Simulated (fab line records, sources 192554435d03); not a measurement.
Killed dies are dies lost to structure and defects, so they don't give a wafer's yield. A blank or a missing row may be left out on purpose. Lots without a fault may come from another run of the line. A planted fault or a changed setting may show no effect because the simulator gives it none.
Chamber matching | flow n5_finfet | N5_BEOL_M15_DEP_53 on pecvd-04: 3 sister chambers
The step deposits SiCN from 3MS/NH3, target thk 50 nm, time 17.8 s. 20 wafers are shown with their chamber, then 10 later ones without.

WAFERS WITH THEIR CHAMBER
wafer  | chamber | throttle_valve_pct (%) | showerhead_plenum_p_Torr (Torr)
L075.2 | 1       | 17.7                   | 4.130
L075.3 | 2       | 18.4                   | 4.162
L075.4 | 0       | 17.1                   | 4.154
L084.1 | 2       | 19.1                   | 4.156
L084.2 | 1       | 17.5                   | 4.132
L084.4 | 2       | 19.1                   | 4.156
L085.1 | 2       | 19.1                   | 4.162
L085.2 | 0       | 17.0                   | 4.154
L085.3 | 1       | 17.7                   | 4.125
L086.2 | 0       | 16.8                   | 4.153
L086.3 | 2       | 19.0                   | 4.153
L086.6 | 2       | 18.9                   | 4.161
L087.1 | 0       | 17.3                   | 4.154
L087.3 | 1       | 17.8                   | 4.127
L087.5 | 2       | 19.1                   | 4.164
L088.1 | 1       | 17.5                   | 4.130
L088.2 | 2       | 19.0                   | 4.170
L088.3 | 0       | 17.0                   | 4.163
L088.4 | 1       | 17.8                   | 4.119
L088.5 | 0       | 16.9                   | 4.150

SIGNATURES (means of the wafers above)
reading                  | chamber 0 | chamber 1 | chamber 2 | scatter within a chamber
throttle_valve_pct       | 17.017    | 17.667    | 18.962    | 0.194
showerhead_plenum_p_Torr | 4.15467   | 4.12717   | 4.16050   | 0.00491
Rule: a wafer's distance from a chamber is the root of the sum, over the readings, of the square of ((its reading less the chamber's mean) divided by the reading's scatter). The wafer belongs to the nearest chamber; if the next one is less than 2 further off, it can't be placed. The scatter: the root of (the sum of the squares of (reading less its chamber's mean) over the shown wafers, divided by (wafers less chambers)).

WAFERS WITHOUT THEIR CHAMBER
wafer  | throttle_valve_pct (%) | showerhead_plenum_p_Torr (Torr)
L088.6 | 19.1                   | 4.168
L090.3 | 19.3                   | 4.152
L090.4 | 19.4                   | 4.167
L090.5 | 17.1                   | 4.160
L091.1 | 17.0                   | 4.154
L091.3 | 19.2                   | 4.153
L091.5 | 17.1                   | 4.164
L095.1 | 19.4                   | 4.161
L095.5 | 19.4                   | 4.157
L095.6 | 16.8                   | 4.154

WHICH CHAMBER EACH WENT THROUGH
wafer  | from the rows above | in truth
L088.6 | 2                   | 2
L090.3 | 2                   | 2
L090.4 | 2                   | 2
L090.5 | 0                   | 0
L091.1 | 0                   | 0
L091.3 | 2                   | 2
L091.5 | 0                   | 0
L095.1 | 2                   | 2
L095.5 | 2                   | 2
L095.6 | 0                   | 0
Placed correctly: 10 of 10. Can't be placed from these rows: 0. Placed wrongly: 0.
